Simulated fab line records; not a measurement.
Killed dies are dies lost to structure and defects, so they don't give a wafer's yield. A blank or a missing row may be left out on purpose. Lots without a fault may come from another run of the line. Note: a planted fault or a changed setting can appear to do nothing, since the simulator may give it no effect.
Split-lot trial	flow n5Finfet	39 wafers read across 7 lots, on a route 1938 steps long

== ABOUT THE SPLIT ==
At N5_BEOL_M7_ILD_DEP_00 (deposits SiCOH lowk from DEMS/porogen, target thk 179.75 nm, time 33.4 s), the setting timeS was moved away from the recipe's 33.4 s on 12 of the 39 wafers read, by -58.4% to +59.6%. This setting was run at the recipe's value on the other wafers.

== THE PATH FROM SPLIT TO READING: the file shows 1 step between them ==
- N5_BEOL_M7_CURE_74: cures SiCOH lowk, time 240 s

== THE READING ==
M7_ILD_THK, in nm, at N5_BEOL_M7_THK_MEAS_01. Typical for fault-free wafers on this fab line: 155.2 nm, with standard deviation 2 nm.

wafer	tool, chamber at the split	timeS as run, s	against the recipe	M7_ILD_THK, nm	against lot-mates on the recipe
L074.1	pecvd-01, 0,0,1	33.4	recipe	155.5	-
L074.2	pecvd-01, 2	33.4	recipe	154.9	-
L074.3	pecvd-01, 1	33.4	recipe	152.7	-
L074.4	pecvd-01, 0,0,1	33.4	recipe	155.7	-
L074.5	pecvd-01, 2	33.4	recipe	157.6	-
L074.6	pecvd-01, 0,0,1	33.4	recipe	155.7	-
L084.1	pecvd-01, 0	23.62	-29.3%	112.8	-43.5
L084.2	pecvd-01, 2	33.4	recipe	156.1	-
L084.3	pecvd-01, 1	33.4	recipe	155.3	-
L084.4	pecvd-01, 2	23.62	-29.3%	113.4	-42.9
L084.5	pecvd-01, 1	33.4	recipe	157.6	-
L084.6	pecvd-01, 0	23.62	-29.3%	113.9	-42.4
L083.1	pecvd-01, 1	33.4	recipe	152.8	-
L083.2	pecvd-01, 2	53.29	+59.6%	246.2	+91.8
L083.3	pecvd-01, 0	53.29	+59.6%	244.1	+89.7
L083.4	pecvd-01, 1	33.4	recipe	154.7	-
L083.5	pecvd-01, 2	33.4	recipe	155.8	-
L083.6	pecvd-01, 0	53.29	+59.6%	249.1	+94.7
L094.1	pecvd-03, 0	33.4	recipe	153.6	-
L094.2	pecvd-03, 2	33.4	recipe	154.5	-
L094.3	pecvd-03, 1	19.73	-40.9%	94.2	-61.3
L094.4	pecvd-03, 0,1	19.73	-40.9%	94.7	-60.8
L094.5	pecvd-03, 2	33.4	recipe	158.5	-
L094.6	pecvd-03, 0,1	19.73	-40.9%	94.7	-60.8
L095.1	pecvd-03, 1,2	33.4	recipe	155.1	-
L095.2	pecvd-03, 1,2	33.4	recipe	155.1	-
L095.3	pecvd-03, 0	33.4	recipe	156.5	-
L095.4	pecvd-03, 1	33.4	recipe	158.5	-
L095.5	pecvd-03, 2	33.4	recipe	159.1	-
L095.6	pecvd-03, 0	33.4	recipe	160.3	-
L097.1	pecvd-01, 0	33.4	recipe	153.9	-
L097.2	pecvd-01, 2	13.91	-58.4%	66.7	-88.6
L097.3	pecvd-01, 1	33.4	recipe	155.1	-
L097.4	pecvd-01, 0	13.91	-58.4%	64.4	-90.9
L097.5	pecvd-01, 2	13.91	-58.4%	66.0	-89.3
L097.6	pecvd-01, 1	33.4	recipe	156.8	-
L096.2	pecvd-04, 2	33.4	recipe	155.3	-
L096.3	pecvd-04, 0	33.4	recipe	153.2	-
L096.4	pecvd-04, 0	33.4	recipe	157.6	-
If several chambers appear in one row, that row covers several wafers at once and the file leaves open which wafer was in which chamber.

THE FIT
A straight line over all 39 wafers: M7_ILD_THK changes by +1.52 nm for each +1% of timeS; r = +1.00; the points scatter about the line by 1.9 nm.
The same after taking each lot's own level away (the mean of its wafers on the recipe; 39 wafers): +1.53 nm for each +1%; r = +1.00; scatter 1.7 nm.
On that fit, the largest move of timeS shifts the reading by 91 nm.
Across the lots, their own levels run from 154.43 to 157.43 nm, a range of 1.5 times the standard deviation given above.
So the lot-to-lot level changes the slope little: the two slopes agree.
Check: +91.1 nm against its lot-mates is what the line predicts for one of the wafers moved furthest among these (+59.6%) when that wafer is left out of the fit. Against them it came out at +91.8 nm.

== FURTHER SPLITS ON THESE WAFERS ==
Other splits were also applied to these wafers ahead of the reading. Each is held against what the fit with the lots' levels taken away leaves over:
other split on the same wafers	wafers away from the commonest value	r with M7_ILD_THK (lot level and that fit taken away)
N5_ZERO_LAYER_PECVD_02 timeS	15	+0.15
N5_FIN_SAQP_HM_DEP_03 targetThkA	15	+0.02
N5_SPACER0_ALD_07 targetThkA	15	+0.03
N5_HKMG_FIN_DEVELOP_11 developTimeS	15	-0.07

== THE WHOLE CHAIN: every reading that the file lists as answering this split, in the file's order ==
step	what it does	reading	change (the file's fit)	r (the file's)
N5_BEOL_M7_ILD_DEP_00	deposits SiCOH lowk from DEMS/porogen, target thk 179.75 nm, time 33.4 s	SiCOH_lowk_of_BEOL_M7_ILD_DEP_00.thkNm (the simulator's own value, which no gauge read)	+1.75 nm for each +1% of the setting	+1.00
N5_BEOL_M7_CURE_74	cures SiCOH lowk, time 240 s	SiCOH_lowk_of_BEOL_M7_ILD_DEP_00.thkNm (the simulator's own value, which no gauge read)	+1.52 nm for each +1% of the setting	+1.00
N5_BEOL_M7_THK_MEAS_01		M7_ILD_THK	+1.52 for each +1% of the setting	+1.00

== FILE'S OWN FIT ==
M7_ILD_THK changes by +1.52 nm for each +1% of timeS, r = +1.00.
